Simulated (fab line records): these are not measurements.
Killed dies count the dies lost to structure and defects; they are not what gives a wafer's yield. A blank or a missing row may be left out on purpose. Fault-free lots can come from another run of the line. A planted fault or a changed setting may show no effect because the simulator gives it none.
Chamber matching    flow n5Finfet    3 sister chambers for N5_BEOL_M9_DEP_56 on pecvd-03
The step deposits SiCN from 3MS/NH3, target thk 15 nm, time 26.5 s. 22 wafers are shown with their chamber, then 11 later ones without.

## WAFERS PAIRED WITH THEIR CHAMBERS
wafer   chamber  showerheadPlenumPTorr (Torr)  throttleValvePct (%)
L074.2  2        3.665                         9.1
L074.3  0        3.642                         9.7
L074.4  1        3.681                         9.4
L076.1  2        3.663                         9.0
L076.3  0        3.637                         9.4
L076.4  1        3.667                         9.2
L078.1  0        3.638                         9.5
L078.3  1        3.695                         9.5
L078.6  2        3.657                         9.4
L079.1  1        3.683                         9.5
L079.3  0        3.642                         9.4
L079.5  1        3.676                         9.7
L084.1  2        3.660                         9.5
L084.3  0        3.649                         9.6
L084.6  2        3.658                         9.4
L088.1  1        3.680                         9.5
L088.2  2        3.659                         9.3
L088.3  0        3.637                         9.4
L088.4  0        3.638                         9.6
L088.5  2        3.660                         9.4
L088.6  1        3.681                         9.2
L089.1  0        3.637                         9.5

SIGNATURES (means of the wafers above)
reading                chamber 0  chamber 1  chamber 2  scatter within a chamber
showerheadPlenumPTorr  3.64000    3.68043    3.66029    0.00558
throttleValvePct       9.512      9.429      9.300      0.159
Rule: for a wafer and a chamber, the distance is found by dividing, reading by reading, the gap between the wafer's reading and the chamber's mean by the reading's scatter, squaring, summing and taking the root. If the next closest chamber is less than 2 further off than the closest, the wafer can't be placed; otherwise it belongs to the closest. How the scatter is found: for the shown wafers, subtract from each reading the mean of its chamber, square and add these, divide the total by (wafers less chambers), then take the root.

## WAFERS WITH NO CHAMBER GIVEN
wafer   showerheadPlenumPTorr (Torr)  throttleValvePct (%)
L089.5  3.646                         9.2
L089.6  3.681                         9.5
L093.1  3.658                         9.5
L093.2  3.682                         9.6
L093.3  3.641                         9.6
L093.4  3.683                         9.6
L093.5  3.658                         9.5
L093.6  3.646                         9.4
L097.1  3.679                         9.7
L097.4  3.643                         9.5
L097.5  3.678                         9.3

## EACH ONE'S CHAMBER
wafer   from the rows above      in truth
L089.5  can't be placed: 0 or 2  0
L089.6  1                        1
L093.1  can't be placed: 2 or 0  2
L093.2  1                        1
L093.3  0                        0
L093.4  1                        1
L093.5  can't be placed: 2 or 0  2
L093.6  can't be placed: 0 or 2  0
L097.1  1                        1
L097.4  0                        0
L097.5  1                        1
Correctly placed: 7 of 11. Unplaceable from these rows: 4, with the true chamber sitting among the candidates in 4. Number placed wrongly: 0.
